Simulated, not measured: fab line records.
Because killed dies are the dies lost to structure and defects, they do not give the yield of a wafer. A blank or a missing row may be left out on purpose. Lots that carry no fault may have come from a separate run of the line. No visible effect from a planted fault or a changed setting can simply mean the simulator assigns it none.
fab line records	flow nand-harc
[record] lots = 13	wafers = 38	last-day = 25
route steps=1159 shown A_M0@1016 A_M1@1034
lots that met no fault: from a run of the same line without faults
start-h: hours from the record's opening day to when the first of the lot's shown wafers began	wait-h: time in hours since the lot's previous step	" unchanged from the row above	L1.1+2: several wafers, shown together as one row	- no value, or no start was given	* or withheld: withheld	< > ~ a bound
route shown NAME@n: names a module that has steps shown in the file, with the first one's number in the route	usual: mean and standard deviation over wafers with no fault	same: alike in all rows	chamber/n: place in a boat	sites: per-site readings	_std_site: standard deviation of those values	_edge_site: outer sites' mean less inner sites'	radius-mm: for every site, how far away it sits from the centre of the wafer	mask NAME#n: copy n	behind: the last tool/chamber to shape the wafer	hold: what put the lot on hold/how long, in hours/how the hold closed	device: the n, p or np transistor that did not switch	end of line: the tests these same wafers got at the end of their route	a step without rows: its recipe alone	killed: dies lost to structure and defects at the first sort, not the wafer's yield	map: a wafer's dies, marking killed ones x, the rest . and places with no die _
set.NAME: the setting the step ran with; set.NAME@STEP: the setting that earlier step ran with	model.NAME: the simulator's own value behind a step, which no gauge read
a sample of lots followed through the steps of the route, with each step as a table and each wafer as a row
services: the hour from which a tool's chamber was out of use, counted from the record's first day as start-h (under 0 if before that day), plus the number of hours and why
[[steps]]
[step NHARC_A_M0_PVD_21]
[recipe] target-thk-a = 300	chamber-pressure-pa = 5	power-w = 5000	substrate-temp-c = 30	time-s = 20.49	material = Cu
[usual] throttle-valve-pct = 30.1/0.82
lot.wafer	tool	chamber	start-h	wait-h	throttle-valve-pct
L202.1	pvd-sputter-03	-	-	-	31.7
L202.2	"	-	"	"	30.1
L202.6	"	-	"	"	30.6
L204.1	pvd-sputter-01	-	-	-	30.2
L204.3	"	-	"	"	30.1
L204.6	"	-	"	"	30.2
L205.4	pvd-sputter-03	-	-	-	29.1
L205.2	"	-	"	"	31.5
L205.6	"	-	"	"	29.4
L206.2	pvd-sputter-03	-	-	-	31.8
L206.4	"	-	"	"	29.9
L206.1	"	-	"	"	29.1
L207.1	pvd-sputter-01	-	-	-	29.4
L207.3	"	-	"	"	30.5
L207.6	"	-	"	"	29.3
L212.1	pvd-sputter-01	-	-	-	29.4
L212.2	"	-	"	"	30.2
L212.6	"	-	"	"	30.4
L208.1	pvd-sputter-02	-	-	-	31.0
L208.6	"	-	"	"	30.2
L208.5	"	-	"	"	31.0
L213.1	pvd-sputter-01	-	-	-	29.9
L213.5	"	-	"	"	30.3
L213.6	"	-	"	"	30.3
L215.3	pvd-sputter-02	-	-	-	31.1
L215.2	"	-	"	"	29.9
L215.4	"	-	"	"	31.2
L214.2	pvd-sputter-02	-	-	-	31.1
L214.1	"	-	"	"	28.5
L214.4	"	-	"	"	30.9
L216.1	pvd-sputter-02	-	-	-	30.0
L216.4	"	-	"	"	31.0
L222.3	pvd-sputter-02	-	-	-	31.3
L222.1	"	-	"	"	30.1
L222.5	"	-	"	"	31.4
L223.4	pvd-sputter-02	-	-	-	30.1
L223.1	"	-	"	"	31.2
L223.6	"	-	"	"	30.1
[step NHARC_A_M0_ANNEAL_30]
[recipe] temp-c = 225	time-s = 90
[usual] wafer_temp_C_max = 225.77/0.3
lot.wafer	tool	chamber	start-h	wait-h	wafer_temp_C_max
L202.1	rtp-anneal-02	0	412.80	0.3	225.13
L202.2	"	0	"	"	225.48
L202.6	"	0	"	"	225.29
L204.1	rtp-anneal-01	0	417.11	0.3	226.03
L204.3	"	0	"	"	225.64
L204.6	"	0	"	"	226.31
L205.2	rtp-anneal-01	0	420.26	0.4	225.61
L205.4	"	0	"	"	225.71
L205.6	"	0	"	"	225.83
L206.1	rtp-anneal-02	0	432.75	0.3	225.60
L206.2	"	0	"	"	225.72
L206.4	"	0	"	"	225.57
L207.1	rtp-anneal-01	0	433.55	0.5	225.79
L207.3	"	0	"	"	226.29
L207.6	"	0	"	"	225.75
L212.1	rtp-anneal-02	0	458.66	0.3	225.49
L212.2	"	0	"	"	225.61
L212.6	"	0	"	"	225.29
L208.1	rtp-anneal-02	0	463.53	0.3	225.87
L208.5	"	0	"	"	225.76
L208.6	"	0	"	"	225.59
L213.1	rtp-anneal-01	0	488.30	-	225.97
L213.5	"	0	"	"	225.85
L213.6	"	0	"	"	226.36
L215.2	rtp-anneal-02	0	505.99	-	225.41
L215.3	"	0	"	"	225.44
L215.4	"	0	"	"	225.67
L214.1	rtp-anneal-01	0	507.91	0.4	226.11
L214.2	"	0	"	"	226.10
L214.4	"	0	"	"	226.40
L216.1	rtp-anneal-01	0	508.58	-	226.32
L216.4	"	0	"	"	225.85
L222.1	rtp-anneal-01	0	528.82	0.3	226.25
L222.3	"	0	"	"	225.78
L222.5	"	0	"	"	226.13
L223.1	rtp-anneal-01	0	544.75	-	225.93
L223.4	"	0	"	"	226.46
L223.6	"	0	"	"	226.08
[step NHARC_A_M1_PEB_07]
[recipe] peb-temp-c = 100	peb-time-s = 65
[usual] chill-plate-temp-C = 22.97/0.098	exhaust-pa = 45.0/0.92	heater-power-total-W = 156.6/0.42
lot.wafer	tool	chamber	start-h	wait-h	chill-plate-temp-C	exhaust-pa	heater-power-total-W
L202.1	litho-track-04	0	414.93	0.1	22.94	45.4	157.1
L202.2	"	0	"	"	22.75	45.8	157.1
L202.6	"	0	"	"	22.94	44.0	156.3
L204.1	litho-track-04	0	419.41	0.1	22.90	45.4	156.3
L204.3	"	0	"	"	23.13	45.9	156.2
L204.6	"	0	"	"	23.01	46.0	157.1
L205.2	litho-track-04	0	422.86	0.1	22.93	45.6	156.1
L205.4	"	0	"	"	23.06	45.1	156.0
L205.6	"	0	"	"	22.85	44.5	156.7
L206.1	litho-track-06	0	434.76	0.1	23.15	45.6	156.9
L206.2	"	0	"	"	22.94	44.9	156.8
L206.4	"	0	"	"	23.02	44.8	156.2
L207.1	litho-track-01	0	435.57	0.1	22.85	45.8	156.9
L207.3	"	0	"	"	22.93	44.5	156.0
L207.6	"	0	"	"	22.96	45.1	157.1
L212.1	litho-track-06	0	461.20	0.1	23.15	45.5	155.9
L212.2	"	0	"	"	23.27	42.9	157.1
L212.6	"	0	"	"	22.93	44.2	156.5
L208.1	litho-track-01	0	465.53	0.1	23.10	46.9	157.1
L208.5	"	0	"	"	22.88	45.8	156.3
L208.6	"	0	"	"	23.01	46.7	156.6
L213.1	litho-track-01	0	490.42	0.1	22.81	47.3	157.2
L213.5	"	0	"	"	22.99	44.9	156.2
L213.6	"	0	"	"	23.05	44.8	156.7
L215.2	litho-track-06	0	508.35	0.1	22.89	44.6	156.1
L215.3	"	0	"	"	23.09	45.3	156.4
L215.4	"	0	"	"	23.07	45.2	156.9
L214.1	litho-track-01	0	510.07	0.1	23.03	44.0	168.8
L214.2	"	0	"	"	22.98	45.6	156.0
L214.4	"	0	"	"	23.06	45.2	168.0
L216.1	litho-track-01	0	510.78	0.1	22.99	44.2	168.4
L216.4	"	0	"	"	23.03	45.3	168.2
L222.1	litho-track-04	0	531.01	0.1	23.00	44.2	156.3
L222.3	"	0	"	"	23.02	43.4	156.2
L222.5	"	0	"	"	23.03	43.7	157.1
L223.1	litho-track-04	0	546.75	0.1	22.85	43.8	156.1
L223.4	"	0	"	"	22.91	45.1	156.7
L223.6	"	0	"	"	22.94	44.6	156.8
[step NHARC_A_M1_CD_MEAS_09]
[recipe] target-cd-nm = 120	landing-energy-ev = 500
[usual] cd-nm = 120.6/0.81
lot.wafer	tool	chamber	start-h	wait-h	cd-nm
L202.1	cd-sem-03	0	415.01	-	119.6
L202.2	"	0	"	"	121.8
L202.6	"	0	"	"	121.0
L204.1	cd-sem-03	0	419.49	-	120.0
L204.3	"	0	"	"	121.9
L204.6	"	0	"	"	120.9
L205.2	cd-sem-03	0	422.95	-	120.1
L205.4	"	0	"	"	119.3
L205.6	"	0	"	"	121.7
L206.1	cd-sem-01	0	434.84	-	120.8
L206.2	"	0	"	"	120.1
L206.4	"	0	"	"	120.5
L207.1	cd-sem-03	0	435.65	-	120.9
L207.3	"	0	"	"	121.0
L207.6	"	0	"	"	121.0
L212.1	cd-sem-02	0	461.28	-	121.1
L212.2	"	0	"	"	121.3
L212.6	"	0	"	"	120.4
L208.1	cd-sem-02	0	465.61	-	121.0
L208.5	"	0	"	"	121.2
L208.6	"	0	"	"	120.3
L213.1	cd-sem-02	0	490.50	-	120.9
L213.5	"	0	"	"	120.2
L213.6	"	0	"	"	120.4
L215.2	cd-sem-01	0	508.43	-	121.4
L215.3	"	0	"	"	119.8
L215.4	"	0	"	"	120.2
L214.1	cd-sem-02	0	510.15	-	116.5
L214.2	"	0	"	"	121.2
L214.4	"	0	"	"	116.0
L216.1	cd-sem-03	0	510.86	-	116.4
L216.4	"	0	"	"	116.8
L222.1	cd-sem-01	0	531.09	-	120.6
L222.3	"	0	"	"	119.9
L222.5	"	0	"	"	119.2
L223.1	cd-sem-03	0	546.83	-	122.2
L223.4	"	0	"	"	119.9
L223.6	"	0	"	"	121.2
[step NHARC_A_M1_INSPECT_11]
[usual] raw-defect-count = 28/12
lot.wafer	tool	chamber	start-h	wait-h	raw-defect-count
L202.1	defect-inspect-01	-	415.15	0.0	24
L202.2	"	-	"	"	20
L202.6	"	-	"	"	22
L204.1	defect-inspect-02	-	419.61	0.0	25
L204.3	"	-	"	"	17
L204.6	"	-	"	"	26
L205.2	defect-inspect-01	-	423.07	0.0	27
L205.4	"	-	"	"	36
L205.6	"	-	"	"	26
L206.1	defect-inspect-01	-	434.98	0.0	7
L206.2	"	-	"	"	14
L206.4	"	-	"	"	10
L207.1	defect-inspect-01	-	435.77	0.0	42
L207.3	"	-	"	"	34
L207.6	"	-	"	"	28
L212.1	defect-inspect-02	-	461.41	0.0	34
L212.2	"	-	"	"	38
L212.6	"	-	"	"	55
L208.1	defect-inspect-01	-	465.73	0.0	21
L208.5	"	-	"	"	30
L208.6	"	-	"	"	33
L213.1	defect-inspect-02	-	490.64	0.0	24
L213.5	"	-	"	"	24
L213.6	"	-	"	"	21
L215.2	defect-inspect-02	-	508.55	0.0	13
L215.3	"	-	"	"	16
L215.4	"	-	"	"	10
L214.1	defect-inspect-02	-	510.28	0.0	30
L214.2	"	-	"	"	25
L214.4	"	-	"	"	35
L216.1	defect-inspect-02	-	510.98	0.0	43
L216.4	"	-	"	"	52
L222.1	defect-inspect-02	-	531.21	0.0	41
L222.3	"	-	"	"	42
L222.5	"	-	"	"	41
L223.1	defect-inspect-01	-	546.96	0.0	25
L223.4	"	-	"	"	16
L223.6	"	-	"	"	15
[[services]]
tool	chamber	start-h	hours	kind
pvd-sputter-03	-	389.57	1.7	repair
pvd-sputter-02	-	395.21	10.0	pm
litho-track-01	-	443.00	7.0	pm
pvd-sputter-03	-	458.00	10.0	pm
pvd-sputter-02	-	465.80	1.1	repair
litho-track-06	-	467.00	7.0	pm
litho-track-04	-	491.00	7.0	pm
pvd-sputter-03	-	494.74	2.8	repair
pvd-sputter-03	-	517.47	1.9	repair
pvd-sputter-01	-	537.83	10.0	pm
[[key]]
[first-sign] step = NHARC_A_M1_PEB_07	reading = heater-power-total-W	direction = up	sigmas = 28	usual = *	struck = *
[effect] step = NHARC_A_M1_CD_MEAS_09	reading = cd-nm	direction = down	sigmas = 5.1	usual = 120.6	struck = 116.4
met-at NHARC_A_M1_PEB_07
struck-lots L214,L216
struck-wafers L214.1,L214.4,L216.1,L216.4
not-acting-at NHARC_A_M0_PVD_21,NHARC_A_M0_ANNEAL_30,NHARC_A_M1_INSPECT_11
onset-between 490.42 510.07
[fault] kind = process-parameter-drift	tool = litho-track-01	chamber = -	onset-h = 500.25	steps = NHARC_A_M1_PEB_07	channel = peb-time-s	offset = *	shape = step	end-h = 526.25	scope = struck-wafers-only	acts-in = *	stated = *
